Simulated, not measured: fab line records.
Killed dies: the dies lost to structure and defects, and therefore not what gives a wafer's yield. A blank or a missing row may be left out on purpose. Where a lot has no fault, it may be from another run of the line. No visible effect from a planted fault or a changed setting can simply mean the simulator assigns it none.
Split-lot experiment :: flow n5_finfet :: on a route of 1938 steps: 7 lots, 21 wafers read

THE SPLIT ITSELF
At N5_BEOL_M9_COAT_75 (time 60 s, resist thk 5 nm), the setting spin_rpm was moved away from the recipe's 1500 rpm on 8 of the 21 wafers read, by -10.9% to +10.0%. The other wafers ran this setting at the recipe's value.

FROM THE SPLIT TO THE READING: what the file shows between them, 3 steps
- N5_BEOL_M9_COAT_22: resist thk 30 nm
- N5_BEOL_M9_EBR_24
- N5_BEOL_M9_DESCUM_33: chemistry O2, time 7 s

THE READING
etch.depth_nm (the simulator's own value, which no gauge read), in nm, at N5_BEOL_M9_ETCH_76 (etches underlayer in N2/H2, target depth 6.5 nm, time 5.2 s). There is no usual value for it anywhere in the file. Across the 13 wafers here that went through the recipe, the average is 4.999 nm and the standard deviation 0.017 nm.

wafer: L076.1
tool, chamber at the split: litho_track-05, 0
spin_rpm as run, rpm: 1545
against the recipe: +3.0%
etch.depth_nm, nm: 4.958
against lot-mates on the recipe: -0.063

wafer: L076.5
tool, chamber at the split: litho_track-05, 0
spin_rpm as run, rpm: 1545
against the recipe: +3.0%
etch.depth_nm, nm: 4.95
against lot-mates on the recipe: -0.071

wafer: L076.6
tool, chamber at the split: litho_track-05, 0
spin_rpm as run, rpm: 1500
against the recipe: recipe
etch.depth_nm, nm: 5.021
against lot-mates on the recipe: -

wafer: L080.4
tool, chamber at the split: litho_track-05, 0
spin_rpm as run, rpm: 1500
against the recipe: recipe
etch.depth_nm, nm: 5.016
against lot-mates on the recipe: -

wafer: L080.5
tool, chamber at the split: litho_track-05, 0
spin_rpm as run, rpm: 1500
against the recipe: recipe
etch.depth_nm, nm: 5.022
against lot-mates on the recipe: -

wafer: L080.6
tool, chamber at the split: litho_track-05, 0
spin_rpm as run, rpm: 1597
against the recipe: +6.5%
etch.depth_nm, nm: 4.868
against lot-mates on the recipe: -0.151

wafer: L082.3
tool, chamber at the split: litho_track-04, 0
spin_rpm as run, rpm: 1500
against the recipe: recipe
etch.depth_nm, nm: 5.009
against lot-mates on the recipe: -

wafer: L082.4
tool, chamber at the split: litho_track-04, 0
spin_rpm as run, rpm: 1336
against the recipe: -10.9%
etch.depth_nm, nm: 5.304
against lot-mates on the recipe: +0.295

wafer: L082.6
tool, chamber at the split: litho_track-04, 0
spin_rpm as run, rpm: 1336
against the recipe: -10.9%
etch.depth_nm, nm: 5.304
against lot-mates on the recipe: +0.295

wafer: L083.3
tool, chamber at the split: litho_track-03, 0
spin_rpm as run, rpm: 1650
against the recipe: +10.0%
etch.depth_nm, nm: 4.762
against lot-mates on the recipe: -0.222

wafer: L083.4
tool, chamber at the split: litho_track-03, 0
spin_rpm as run, rpm: 1500
against the recipe: recipe
etch.depth_nm, nm: 4.982
against lot-mates on the recipe: -

wafer: L083.5
tool, chamber at the split: litho_track-03, 0
spin_rpm as run, rpm: 1500
against the recipe: recipe
etch.depth_nm, nm: 4.986
against lot-mates on the recipe: -

wafer: L084.1
tool, chamber at the split: litho_track-03, 0
spin_rpm as run, rpm: 1364
against the recipe: -9.1%
etch.depth_nm, nm: 5.208
against lot-mates on the recipe: +0.235

wafer: L084.3
tool, chamber at the split: litho_track-03, 0
spin_rpm as run, rpm: 1500
against the recipe: recipe
etch.depth_nm, nm: 4.983
against lot-mates on the recipe: -

wafer: L084.6
tool, chamber at the split: litho_track-03, 0
spin_rpm as run, rpm: 1500
against the recipe: recipe
etch.depth_nm, nm: 4.964
against lot-mates on the recipe: -

wafer: L085.1
tool, chamber at the split: litho_track-03, 0
spin_rpm as run, rpm: 1500
against the recipe: recipe
etch.depth_nm, nm: 5.006
against lot-mates on the recipe: -

wafer: L085.3
tool, chamber at the split: litho_track-03, 0
spin_rpm as run, rpm: 1500
against the recipe: recipe
etch.depth_nm, nm: 5.006
against lot-mates on the recipe: -

wafer: L085.6
tool, chamber at the split: litho_track-03, 0
spin_rpm as run, rpm: 1500
against the recipe: recipe
etch.depth_nm, nm: 5.004
against lot-mates on the recipe: -

wafer: L096.3
tool, chamber at the split: litho_track-04, 0
spin_rpm as run, rpm: 1352
against the recipe: -9.9%
etch.depth_nm, nm: 5.253
against lot-mates on the recipe: +0.261

wafer: L096.5
tool, chamber at the split: litho_track-04, 0
spin_rpm as run, rpm: 1500
against the recipe: recipe
etch.depth_nm, nm: 4.998
against lot-mates on the recipe: -

wafer: L096.6
tool, chamber at the split: litho_track-04, 0
spin_rpm as run, rpm: 1500
against the recipe: recipe
etch.depth_nm, nm: 4.987
against lot-mates on the recipe: -

THE FIT
A straight line over all 21 wafers: etch.depth_nm changes by -0.0249 nm for each +1% of spin_rpm; r = -0.99; the points scatter about the line by 0.02 nm.
The same after taking each lot's own level away (the mean of its wafers on the recipe; 21 wafers): -0.0253 nm for each +1%; r = -1.00; scatter 0.0097 nm.
The reading moves by 0.28 nm for the largest change in spin_rpm, on that fit.
Across the lots, their own levels run from 4.9735 to 5.0210 nm, a range of 2.9 times the standard deviation given above.
So the lot-to-lot level changes the slope little: the two slopes agree.
Check: with one of the wafers moved furthest among these (-10.9%) left out of the fit, the line predicts +0.278 nm for it against its lot-mates. It came out at +0.295 nm against them.

THE OTHER SPLITS THESE WAFERS WENT THROUGH
These wafers also went through other splits before the reading. Each is held against what the fit with the lots' levels taken away leaves over:
other split on the same wafers: N5_BEOL_M8_DESCUM_33 time_s
wafers away from the commonest value: 5
r with etch.depth_nm (lot level and that fit taken away): -0.01

other split on the same wafers: N5_BEOL_M8_TRENCH_ETCH_37 time_s
wafers away from the commonest value: 11
r with etch.depth_nm (lot level and that fit taken away): -0.02

other split on the same wafers: N5_BEOL_M9_ETCH_62 source_w
wafers away from the commonest value: 8
r with etch.depth_nm (lot level and that fit taken away): -0.21

THE WHOLE CHAIN: every reading that the file lists as answering this split, in the file's order
step: N5_BEOL_M9_COAT_75
what it does: time 60 s, resist thk 5 nm
reading: underlayer_of_BEOL_M9_COAT_75.thk_nm (the simulator's own value, which no gauge read)
change (the file's fit): -0.0255 nm for each +1% of the setting
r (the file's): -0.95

step: N5_BEOL_M9_ETCH_76
what it does: etches underlayer in N2/H2, target depth 6.5 nm, time 5.2 s
reading: etch_rf_on_time_s
change (the file's fit): withheld for each +1% of the setting
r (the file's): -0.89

step: N5_BEOL_M9_ETCH_76
what it does: etches underlayer in N2/H2, target depth 6.5 nm, time 5.2 s
reading: etch.depth_nm (the simulator's own value, which no gauge read)
change (the file's fit): -0.0252 nm for each +1% of the setting
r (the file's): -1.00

FILE'S OWN FIT
etch.depth_nm changes by -0.0252 nm for each +1% of spin_rpm, r = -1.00.
